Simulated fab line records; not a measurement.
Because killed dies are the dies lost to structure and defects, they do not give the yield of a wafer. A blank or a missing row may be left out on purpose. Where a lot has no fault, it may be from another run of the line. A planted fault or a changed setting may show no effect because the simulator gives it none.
Comparing a struck lot with a sound one | flow nand_harc | 15 steps out of a route of 1302
Sound: the wafers L144.1, L144.2, L144.5. The struck wafers were L139.1, L139.5, L139.6. At the end, the cause is stated.
Each step with rows lists, per side, the tool, then ch with its chambers, then its first start. Under that, the readings that differ: sound wafers | struck wafers | difference of the means | sigmas: that difference in standard deviations of wafers without a fault.
alike: words and numbers the same on both sides, and readings whose means are apart by under 2 such deviations; not compared: readings that were withheld, readings missing a value for some wafer, numbers with overlapping values and no deviation given by the record, and bounds like >300 which may hide the same value.
Wherever a step has rows on one side only, a row that says differs or no value, or a row with sigmas, the two part there. Numbers that have no deviation but don't overlap get no sigmas and don't part them. A reading missing from all wafers of one side parts the sides only when that side holds two or more wafers.

NHARC_P_START_INSPECT_01:
  sound: defect_inspect-02 at day 7 06:02; struck: defect_inspect-01 at day 5 04:02
  alike: raw_defect_count
then, 9 steps without rows for these wafers: NHARC_P_ZERO_WELL_PRECLEAN_00 (cleans in SPM, time 600 s); NHARC_P_ZERO_WELL_SRD_01; NHARC_P_ZERO_WELL_PECVD_02 (deposits SiO2, target thk 10 nm); NHARC_P_ZERO_WELL_DEHYDRATE_03 (time 120 s); NHARC_P_ZERO_WELL_HMDS_04 (time 30 s); NHARC_P_ZERO_WELL_COAT_64 (time 65 s); NHARC_P_ZERO_WELL_COAT_05 (resist thk 600 nm); NHARC_P_ZERO_WELL_SOFTBAKE_06 (time 70 s); NHARC_P_ZERO_WELL_EBR_07.
NHARC_P_ZERO_WELL_EXPOSE_08: exposes mask P ZERO, target cd 500 nm.
  sound on krf_scanner-01 ch 0, day 7 07:05; struck on krf_scanner-04 ch 0, day 5 05:05
  reading              | sound             | struck            | difference | sigmas
  exposure_dose_mJ_cm2 | 33.80 33.78 33.83 | 41.29 41.23 41.24 | +7.45      | +99 or more
  alike: mask
then, 2 steps without rows for these wafers: NHARC_P_ZERO_WELL_PEB_09 (peb time 80 s); NHARC_P_ZERO_WELL_DEVELOP_10 (time 50 s).
NHARC_P_ZERO_WELL_CD_MEAS_11 targets a cd of 500 nm.
  sound on cd_sem-01 ch 0, day 7 07:14; struck on cd_sem-02 ch 0, day 5 05:14
  reading    | sound             | struck            | difference | sigmas
  cd_nm (nm) | 500.5 498.1 498.7 | 534.8 536.8 535.7 | +36.7      | +22
then, 1 step without rows for these wafers: NHARC_P_ZERO_WELL_HARDBAKE_12 (time 65 s).

== WHERE THEY PART ==
Last at NHARC_P_ZERO_WELL_CD_MEAS_11 as far as this record goes, first at NHARC_P_ZERO_WELL_EXPOSE_08.

WHY: the cause the simulator had injected
Drift in process parameters on krf_scanner-04 at NHARC_P_ZERO_WELL_EXPOSE_08, starting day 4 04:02. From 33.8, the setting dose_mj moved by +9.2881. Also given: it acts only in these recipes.
